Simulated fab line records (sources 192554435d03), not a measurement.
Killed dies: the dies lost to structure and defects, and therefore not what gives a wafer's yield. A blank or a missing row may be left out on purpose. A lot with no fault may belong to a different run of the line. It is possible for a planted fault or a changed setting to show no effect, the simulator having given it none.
The tool behind it: which one? + flow n5-finfet + 11 lots with 33 wafers sampled at 2 steps, on a route of 1938 steps

WHAT THE GAUGES READ, wafer by wafer
N5_BEOL_M11_OCD_MEAS_38.
| lot  | measured     | on     | trench-depth-nm (nm) |
|------|--------------|--------|----------------------|
| L332 | day 10 09:23 | ocd-02 | 148.8 147.4 150.8    |
| L334 | day 11 03:14 | ocd-01 | 151.0 153.2 150.3    |
| L333 | day 11 03:34 | ocd-01 | 149.2 149.4 148.0    |
| L337 | day 11 15:25 | ocd-02 | 146.1 147.1 151.0    |
| L341 | day 13 04:10 | ocd-02 | 147.0 148.2 147.2    |
| L343 | day 14 00:49 | ocd-01 | 152.8 152.0 149.8    |
| L345 | day 14 01:17 | ocd-02 | 149.0 148.6 151.1    |
| L351 | day 15 11:21 | ocd-01 | 151.3 152.7 152.6    |
| L352 | day 15 14:23 | ocd-02 | 145.9 148.5 149.3    |
| L354 | day 16 07:07 | ocd-02 | 149.4 150.7 151.3    |
| L353 | day 16 07:56 | ocd-01 | 147.4 145.2 146.5    |

EACH LOT AND THE TOOL THAT RAN IT (in order: tool; ch and the chambers of the sampled wafers; start)
| lot  | N5_BEOL_M11_TRENCH_ETCH_37                    |
|------|-----------------------------------------------|
| L332 | rie-diel-03 ch 0,1,3, day 10 09:23 or earlier |
| L334 | rie-diel-01 ch 0,1,2, day 11 03:14 or earlier |
| L333 | rie-diel-04 ch 0,2,3, day 11 03:34 or earlier |
| L337 | rie-diel-04 ch 1,3, day 11 15:25 or earlier   |
| L341 | rie-diel-03 ch 1,2,3, day 13 04:10 or earlier |
| L343 | rie-diel-01 ch 1,2,3, day 14 00:49 or earlier |
| L345 | rie-diel-01 ch 0,2,3, day 14 01:17 or earlier |
| L351 | rie-diel-04 ch 1,3, day 15 11:21 or earlier   |
| L352 | rie-diel-03 ch 0,1,3, day 15 14:23 or earlier |
| L354 | rie-diel-01 ch 1,2,3, day 16 07:07 or earlier |
| L353 | rie-diel-03 ch 0,1,3, day 16 07:56 or earlier |
- N5_BEOL_M11_TRENCH_ETCH_37: etches SiCOH lowk in C4F6/O2, target depth 148.83 nm, time 48 s.

WHAT THE TOOLS THEMSELVES READ (means of the sampled wafers that have a number; where no wafer has one, the mark that the record gives instead)
N5_BEOL_M11_TRENCH_ETCH_37.
| lot  | tool        | drypump-motor-current-A (A) | oes-product-au (a.u.) | rf-vpp-V (V) | showerhead-plenum-p-Torr (Torr) | throttle-valve-pct (%) |
|------|-------------|-----------------------------|-----------------------|--------------|---------------------------------|------------------------|
| L332 | rie-diel-03 | 5.9                         | 0.78                  | 671          | 2.90                            | 20.80                  |
| L334 | rie-diel-01 | 5.7                         | 0.92                  | 663          | 2.90                            | 20.85                  |
| L333 | rie-diel-04 | 6.1                         | 0.71                  | 661          | 2.82                            | 21.00                  |
| L337 | rie-diel-04 | 6.3                         | 0.74                  | 661          | 2.76                            | 20.82                  |
| L341 | rie-diel-03 | 6.0                         | 0.75                  | 672          | 2.92                            | 20.95                  |
| L343 | rie-diel-01 | 5.8                         | 0.84                  | 670          | 2.81                            | 20.91                  |
| L345 | rie-diel-01 | 6.2                         | 0.83                  | 665          | 2.84                            | 20.83                  |
| L351 | rie-diel-04 | 5.9                         | 0.89                  | 668          | 2.94                            | 20.81                  |
| L352 | rie-diel-03 | 5.9                         | 0.74                  | 670          | 2.88                            | 20.87                  |
| L354 | rie-diel-01 | 5.8                         | 0.82                  | 669          | 2.80                            | 20.94                  |
| L353 | rie-diel-03 | 5.9                         | 0.73                  | 670          | 2.88                            | 20.87                  |

THE ANSWER, worked out from the rows above alone
Rule: what is usual is taken from the lots themselves. Put in order of their means at a reading, lots are off if they are a third of the lots or fewer, leave a main group of 4 or more, and stand apart from it by a gap of 3 or more times the standard deviation of the main group's means; of several such gaps the widest counts. Not used: any main group whose means are identical at the precision the tables above print for the reading. Also off: a lot with no number at a reading for which 4 or more lots have one. Any other lot the step has rows for is counted as sound. Order of review: gauges by route order, followed by the tools' own readings, for which a lot's mean as printed above is used. At the first step where some lot is off, the reading lying furthest off is the one used; lots without a number count as furthest.
Nothing can be told from this: no lot is off at any reading shown.

WHAT HAD BEEN PUT IN BY THE SIMULATOR
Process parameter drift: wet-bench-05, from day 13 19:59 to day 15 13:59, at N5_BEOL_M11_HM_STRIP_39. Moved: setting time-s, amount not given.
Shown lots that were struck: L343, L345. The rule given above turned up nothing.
